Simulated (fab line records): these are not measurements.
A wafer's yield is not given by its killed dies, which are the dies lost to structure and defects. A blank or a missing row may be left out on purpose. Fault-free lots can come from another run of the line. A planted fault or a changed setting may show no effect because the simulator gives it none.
Chamber matching	flow n5_finfet	4 sister chambers for N5_ILD0_CMP_03 on cmp-01
The step polishes, stops on SiNx, t overpolish 1.9 s, target thk 197.38 nm. 8 wafers are shown with their chamber, then 8 later ones without.

## WAFERS WITH THEIR CHAMBER
wafer	chamber	motor_current_A (A)	time_to_endpoint_s (s)
L077.6	1	10.3	64
L079.2	1	10.2	71
L079.5	2	12.8	77
L085.6	0	13.3	73
L086.3	3	9.7	74
L086.4	0	13.2	79
L086.6	2	13.2	78
L089.1	3	9.7	72

## WAFERS WITH NO CHAMBER GIVEN
wafer	motor_current_A (A)	time_to_endpoint_s (s)
L089.3	11.9	74
L089.6	10.2	71
L092.2	13.0	76
L092.3	9.3	70
L092.5	10.0	74
L097.1	12.0	66
L097.3	9.8	63
L097.4	10.0	65

## WHICH CHAMBER EACH ONE RAN IN
wafer	from the rows above	in truth
L089.3	can't be placed: 2 or 0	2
L089.6	1	1
L092.2	can't be placed: 2 or 0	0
L092.3	3	3
L092.5	can't be placed: 3 or 1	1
L097.1	can't be placed: 2 or 0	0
L097.3	can't be placed: 3 or 1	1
L097.4	can't be placed: 1 or 3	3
Correct placement for 2 of the 8. Cannot be placed on the basis of these rows: 6; the candidates contain the true chamber in 6. Number placed wrongly: 0.
How it was worked out, from the rows above alone: a wafer's distance from a chamber is the root of the sum, over the readings, of the square of ((its reading less the chamber's mean) divided by the reading's scatter). If the next closest chamber is less than 2 further off than the closest, the wafer can't be placed; otherwise it belongs to the closest. For every chamber, the mean is computed from those of its wafers that are shown. How the scatter is found: for the shown wafers, subtract from each reading the mean of its chamber, square and add these, divide the total by (wafers less chambers), then take the root.
